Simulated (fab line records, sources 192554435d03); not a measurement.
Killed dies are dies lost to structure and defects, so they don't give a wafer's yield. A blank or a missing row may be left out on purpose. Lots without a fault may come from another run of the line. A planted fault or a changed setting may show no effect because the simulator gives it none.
Split-lot experiment | flow n5_finfet | 7 lots, 39 wafers read, on a route of 1938 steps

THE SPLIT
At N5_BEOL_M15_ILD_DEP_00 (deposits SiO2 from TEOS/O2, target thk 1629.3 nm, time 346.1 s), the setting target_thk_a was moved away from the recipe's 16293 angstrom on 12 of the 39 wafers read, by -38.5% to +59.8%. The other wafers ran this setting at the recipe's value.

FROM THE SPLIT TO THE READING: what the file shows between them, 10 steps
- N5_BEOL_M15_THK_MEAS_01
- N5_BEOL_M15_COAT_58: time 60 s, resist thk 89 nm
- N5_BEOL_M15_COAT_04: resist thk 800 nm
- N5_BEOL_M15_DESCUM_15: chemistry O2, time 7.9 s
- N5_BEOL_M15_ETCH_59: etches BARC in N2/H2, target depth 89 nm, overetch 26.7 nm, time 67.9 s
- N5_BEOL_M15_VIA_ETCH_16: etches SiO2 in C4F8/O2/Ar, target depth 1792.2 nm
- N5_BEOL_M15_STRIP_63: strips in O2
- N5_BEOL_M15_STRIP_64: strips in O2
- N5_BEOL_M15_STRIP_65: strips in post etch residue remover, time 60 s
- N5_BEOL_M15_SRD_66: time 30 s, dry time 30 s

THE READING
cd_nm, in nm, at N5_BEOL_M15_CD_MEAS_17 (target cd 360 nm). Fault-free wafers of this fab line usually give 361.4 nm, standard deviation 1.8 nm.

wafer  | tool, chamber at the split | target_thk_a as run, angstrom | against the recipe | cd_nm, nm | against lot-mates on the recipe
L074.1 | pecvd-01, 2                | 25430                         | +56.1%             | 367.9     | +7.4
L074.2 | pecvd-01, 0                | 25430                         | +56.1%             | 369.8     | +9.3
L074.3 | pecvd-01, 1                | 25430                         | +56.1%             | 371.8     | +11.3
L074.4 | pecvd-01, 2                | 16293                         | recipe             | 360.5     | -
L074.5 | pecvd-01, 1                | 16293                         | recipe             | 363.1     | -
L074.6 | pecvd-01, 0                | 16293                         | recipe             | 357.9     | -
L079.1 | pecvd-01, 0                | 26030                         | +59.8%             | 367.1     | +7.0
L079.2 | pecvd-01, 2                | 16293                         | recipe             | 359.5     | -
L079.3 | pecvd-01, 1                | 16293                         | recipe             | 359.9     | -
L079.4 | pecvd-01, 0                | 16293                         | recipe             | 360.8     | -
L079.5 | pecvd-01, 2                | 26030                         | +59.8%             | 372.6     | +12.5
L079.6 | pecvd-01, 1                | 26030                         | +59.8%             | 371.3     | +11.2
L078.1 | pecvd-02, 1                | 16293                         | recipe             | 360.8     | -
L078.2 | pecvd-02, 2                | 24050                         | +47.6%             | 367.1     | +5.1
L078.3 | pecvd-02, 0                | 24050                         | +47.6%             | 367.8     | +5.8
L078.4 | pecvd-02, 2                | 16293                         | recipe             | 363.7     | -
L078.5 | pecvd-02, 0                | 24050                         | +47.6%             | 372.2     | +10.2
L078.6 | pecvd-02, 1                | 16293                         | recipe             | 361.5     | -
L082.2 | pecvd-02, 1                | 16293                         | recipe             | 363.7     | -
L082.3 | pecvd-02, 0                | 16293                         | recipe             | 362.7     | -
L082.6 | pecvd-02, 2                | 16293                         | recipe             | 361.0     | -
L085.1 | pecvd-01, 2,0              | 16293                         | recipe             | 358.2     | -
L085.2 | pecvd-01, 1                | 16293                         | recipe             | 362.7     | -
L085.3 | pecvd-01, 2,0              | 16293                         | recipe             | 364.4     | -
L085.4 | pecvd-01, 0                | 16293                         | recipe             | 363.6     | -
L085.5 | pecvd-01, 2                | 16293                         | recipe             | 361.4     | -
L085.6 | pecvd-01, 1                | 16293                         | recipe             | 361.5     | -
L089.1 | pecvd-01, 2                | 10020                         | -38.5%             | 355.1     | -6.0
L089.2 | pecvd-01, 0                | 16293                         | recipe             | 362.0     | -
L089.3 | pecvd-01, 1                | 16293                         | recipe             | 360.4     | -
L089.4 | pecvd-01, 1                | 10020                         | -38.5%             | 355.3     | -5.8
L089.5 | pecvd-01, 0                | 10020                         | -38.5%             | 356.3     | -4.8
L089.6 | pecvd-01, 2                | 16293                         | recipe             | 361.0     | -
L090.1 | pecvd-02, 1                | 16293                         | recipe             | 362.7     | -
L090.2 | pecvd-02, 0                | 16293                         | recipe             | 360.7     | -
L090.3 | pecvd-02, 2                | 16293                         | recipe             | 362.4     | -
L090.4 | pecvd-02, 2                | 16293                         | recipe             | 358.3     | -
L090.5 | pecvd-02, 1                | 16293                         | recipe             | 362.5     | -
L090.6 | pecvd-02, 0                | 16293                         | recipe             | 358.5     | -
Where a row lists several chambers, the file gives one row for several wafers and doesn't say which wafer went through which chamber.

THE FIT
A straight line over all 39 wafers: cd_nm changes by +0.153 nm for each +1% of target_thk_a; r = +0.92; the points scatter about the line by 1.8 nm.
The same after taking each lot's own level away (the mean of its wafers on the recipe; 39 wafers): +0.16 nm for each +1%; r = +0.93; scatter 1.7 nm.
On that fit, the largest move of target_thk_a shifts the reading by 9.6 nm.
The lots' own levels span 360.07 to 362.47 nm, that is 1.3 times the standard deviation above.
So the lot-to-lot level changes the slope little: the two slopes agree.
Check: with one of the wafers moved furthest among these (+59.8%) left out of the fit, the line predicts +10 nm for it against its lot-mates. It came out at +7.03 nm against them.

OTHER SPLITS ON THESE WAFERS
These wafers also went through other splits before the reading. Each is held against what the fit with the lots' levels taken away leaves over:
other split on the same wafers      | wafers away from the commonest value | r with cd_nm (lot level and that fit taken away)
N5_BEOL_M13_ILD_DEP_00 target_thk_a | 12                                   | +0.07

THE WHOLE CHAIN: every reading that the file lists as answering this split, in the file's order
step                    | what it does                                                   | reading                                                                             | change (the file's fit)               | r (the file's)
N5_BEOL_M15_ILD_DEP_00  | deposits SiO2 from TEOS/O2, target thk 1629.3 nm, time 346.1 s | SiO2_of_BEOL_M15_ILD_DEP_00.thk_nm (the simulator's own value, which no gauge read) | +16.2 nm for each +1% of the setting  | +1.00
N5_BEOL_M15_THK_MEAS_01 |                                                                | M15_ILD_THK                                                                         | +16.2 for each +1% of the setting     | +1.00
N5_BEOL_M15_VIA_ETCH_16 | etches SiO2 in C4F8/O2/Ar, target depth 1792.2 nm              | etch.depth_nm (the simulator's own value, which no gauge read)                      | +16.2 nm for each +1% of the setting  | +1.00
N5_BEOL_M15_VIA_ETCH_16 | etches SiO2 in C4F8/O2/Ar, target depth 1792.2 nm              | coat_of_BEOL_M15_COAT_04.thk_nm (the simulator's own value, which no gauge read)    | -3.86 nm for each +1% of the setting  | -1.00
N5_BEOL_M15_CD_MEAS_17  | target cd 360 nm                                               | cd_nm                                                                               | +0.161 nm for each +1% of the setting | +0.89

THE FILE'S OWN FIT
cd_nm changes by +0.161 nm for each +1% of target_thk_a, r = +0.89.
